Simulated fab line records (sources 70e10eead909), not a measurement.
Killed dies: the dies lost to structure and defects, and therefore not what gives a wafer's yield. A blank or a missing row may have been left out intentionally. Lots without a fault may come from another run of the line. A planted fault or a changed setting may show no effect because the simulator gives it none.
The tool behind it: which one? | flow nand harc | 18 wafers from 6 lots sampled at 4 of the route's 1302 steps

WHAT THE GAUGES SHOWED, per wafer
NHARC_A_DECK1_JOINT_THK_MEAS_14: measures by ellipsometry.
lot  | measured     | on            | thk nm (nm)
L404 | day 12 07:22 | film metro-01 | 52.6 49.9 50.1
L413 | day 15 16:09 | film metro-02 | 89.9 88.8 89.8
L416 | day 17 06:00 | film metro-01 | 89.6 87.2 88.1
L419 | day 18 17:59 | film metro-01 | 49.9 50.2 51.4
L423 | day 20 06:16 | film metro-01 | 50.6 51.8 50.2
L425 | day 20 19:38 | film metro-02 | 51.2 51.0 48.9

WHAT TOOL EACH LOT RAN ON (gives the tool, then ch and the chambers of the sampled wafers, and finally the start)
lot  | NHARC_A_CHANNEL_HOLE_D1_ETCH_33  | NHARC_A_CHANNEL_FILL_D1_ALD_02   | NHARC_A_DECK1_JOINT_CMP_13
L404 | har etch-02 ch 0,1, day 9 16:44  | ald hk-03 ch 0,2,3, day 9 19:05  | cmp-03 ch 0,1,2, day 12 07:07
L413 | har etch-02 ch 0,1, day 13 02:30 | ald hk-03 ch 0,1,3, day 13 04:30 | cmp-03 ch 0,1,3, day 15 15:57
L416 | har etch-02 ch 0,1, day 14 18:09 | ald hk-04 ch 0,2,3, day 14 20:20 | cmp-04 ch 0,1,3, day 17 05:44
L419 | har etch-02 ch 0,1, day 16 00:56 | ald hk-03 ch 2,3, day 16 02:57   | cmp-01 ch 0,1,2, day 18 17:49
L423 | har etch-02 ch 0,1, day 17 16:55 | ald hk-02 ch 0,2,3, day 17 18:59 | cmp-01 ch 0,2,3, day 20 06:01
L425 | har etch-01 ch 0,1, day 18 06:07 | ald hk-04 ch 0,2,3, day 18 08:02 | cmp-01 ch 0,1,3, day 20 19:23
- NHARC_A_CHANNEL_HOLE_D1_ETCH_33: etches the open film in C4F8/O2/Ar, time 90 s, target depth 400 nm.
- NHARC_A_CHANNEL_FILL_D1_ALD_02: deposits SiO2, target thk 6 nm, pulse time 10 s, ald cycles 60.
- NHARC_A_DECK1_JOINT_CMP_13: polishes, target thk 51.023 nm.

THE ANSWER, worked out from the rows above alone
Rule: the lots themselves supply what counts as usual. The widest of any qualifying gaps counts: lots, ordered by their means at a reading, are off when they make up no more than a third of the lots, leave a main group of 4 or more, and stand apart from it by 3 or more times the standard deviation of that group's means. The tables above print the reading to a certain number of digits; a main group whose means all agree to those digits is not used. Also off: a lot with no number at a reading for which 4 or more lots have one. Any other lot the step has rows for is counted as sound.
Off at NHARC_A_DECK1_JOINT_THK_MEAS_14 (thk nm): L413, L416. Main group: mean 50.6 nm, sd 0.22.
If a tool, at a process step before that reading, ran all the lots that are off and no sound lot after the first of them, it fits. The gauges at NHARC_A_DECK1_JOINT_THK_MEAS_14 are tried like those tools. No candidate that was tried fits.

WHAT THE SIMULATOR HAD PUT IN
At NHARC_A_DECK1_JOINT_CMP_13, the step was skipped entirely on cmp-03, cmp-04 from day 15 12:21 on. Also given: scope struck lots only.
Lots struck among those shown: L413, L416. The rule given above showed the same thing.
